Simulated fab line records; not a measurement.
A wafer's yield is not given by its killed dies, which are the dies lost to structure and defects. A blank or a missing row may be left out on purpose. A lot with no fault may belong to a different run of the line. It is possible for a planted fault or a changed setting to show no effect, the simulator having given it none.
A struck lot beside a sound one | flow n5Finfet | 16 out of 1938 route steps
Sound: the wafers L831.2, L831.4, L831.5. The struck wafers were L845.1, L845.3, L845.6. The cause is named last.
For every step that has rows: the tool of each side, followed by ch and its chambers, followed by its first start. Under that, the readings that differ: sound wafers | struck wafers | difference of the means | sigmas: that difference in standard deviations of wafers without a fault.
alike: readings with means less than 2 such deviations apart, plus words and numbers identical on both sides. not compared: withheld readings, readings lacking a value on some wafer, bounds such as >300 that could conceal the same value, and numbers that have no deviation in the record and whose values overlap.
The two part at a step that has a row with sigmas, a row that says differs or no value, or rows on one side only. Numbers that have no deviation but don't overlap get no sigmas and don't part them. Lack of a reading on every wafer of one side parts them only where that side has two or more wafers.

first, 4 steps without rows for these wafers: N5_BEOL_M8_SOFTBAKE_06 (time 60 s); N5_BEOL_M8_EXPOSE_08 (exposes mask M8); N5_BEOL_M8_PEB_09 (peb time 60 s); N5_BEOL_M8_DEVELOP_10 (develop time 30 s).
N5_BEOL_M8_CD_MEAS_11: target cd 38.5 nm.
  sound on cdSem-01 ch 0, day 11 06:40; struck on cdSem-01 ch 0, day 14 16:17
  alike: cdNm
N5_BEOL_M8_OVL_MEAS_12:
  sound on overlay-02 ch 0, day 11 06:42; struck on overlay-01 ch 0, day 14 16:19
  alike: M8_OVL
N5_BEOL_M8_INSPECT_13: inspects for defects (brightfield).
  struck on defectInspect-01, day 14 16:20; sound on defectInspect-01, day 11 06:44
  alike: rawDefectCount
N5_BEOL_M8_DESCUM_16: chemistry O2, time 7.9 s.
  sound on rieDiel-01 ch 0,1, day 11 07:07; struck on rieDiel-06 ch 0,2, day 14 16:31
  alike: drypumpMotorCurrentA, oesProductAu, rfVppV, showerheadPlenumPTorr, throttleValvePct
  not compared: rfHoursCounterH
N5_BEOL_M8_ETCH_61: etches SiARC in CF4, target depth 45.5 nm, time 75.8 s.
  sound on rieDiel-01 ch 0,1, day 11 07:10; struck on rieDiel-06 ch 0,2, day 14 16:32
  alike: drypumpMotorCurrentA, etchRfOnTimeS, oesProductAu, rfVppV, showerheadPlenumPTorr, throttleValvePct
  not compared: rfHoursCounterH
N5_BEOL_M8_ETCH_62: etches SOC in N2/H2, target depth 110 nm, overetch 22 nm, time 165 s.
  sound on rieDiel-01 ch 0,1, day 11 07:13; struck on rieDiel-06 ch 0,2, day 14 16:36
  alike: drypumpMotorCurrentA, h2FlowSccm, oesProductAu, rfVppV, showerheadPlenumPTorr, throttleValvePct
  not compared: rfHoursCounterH
then, 1 step without rows for these wafers: N5_BEOL_M8_STRIP_68 (strips in N2/H2).
N5_BEOL_M8_STRIP_67: strips in CF4.
  sound on rieDiel-01 ch 0,1, day 11 07:22; struck on rieDiel-06 ch 0,2, day 14 16:44
  alike: drypumpMotorCurrentA, oesProductAu, rfVppV, showerheadPlenumPTorr, throttleValvePct
  not compared: rfHoursCounterH
N5_BEOL_M8_HM_OPEN_17: chemistry Cl2/BCl3, target TiN, target depth 20 nm, overetch 6 nm.
  sound on rieMetal-02 ch 1, day 11 07:24; struck on rieMetal-03 ch 0,1, day 14 16:47
  no value came back on the struck wafers for any of 5 readings (bcl3FlowSccm (sccm), biasW (W) and others); on the sound wafers bcl3FlowSccm (sccm) reads 21.74 21.82 21.68
reading                                 | sound          | struck          | difference | sigmas
model.SOC_of_BEOL_M8_COAT_59.thkNm (nm) | 92.2 92.2 92.4 | 100.2 100.2 100 | +7.9       | 
  not compared: rfHoursCounterH
N5_BEOL_M8_STRIP_19: strips in O2.
  sound on rieDiel-01 ch 1,3, day 11 07:31; struck on rieDiel-05 ch 0,2, day 14 16:53
  alike: drypumpMotorCurrentA, oesProductAu, rfVppV, showerheadPlenumPTorr, throttleValvePct
  not compared: rfHoursCounterH
N5_BEOL_M8_CD_MEAS_18: pitch 80 nm, target cd 40 nm.
  struck on cdSem-03, day 14 16:58; sound on cdSem-03, day 11 07:35
reading   | sound          | struck | difference                    | sigmas
cdNm (nm) | 40.0 40.2 41.4 | - - -  | no value on the struck wafers | 
then, 1 step without rows for these wafers: N5_BEOL_M8_COAT_63 (time 60 s, resist thk 60 nm).

WHERE THEY PART
Last at N5_BEOL_M8_CD_MEAS_18 as far as this record goes, first at N5_BEOL_M8_HM_OPEN_17.

WHY: what the simulator had put in
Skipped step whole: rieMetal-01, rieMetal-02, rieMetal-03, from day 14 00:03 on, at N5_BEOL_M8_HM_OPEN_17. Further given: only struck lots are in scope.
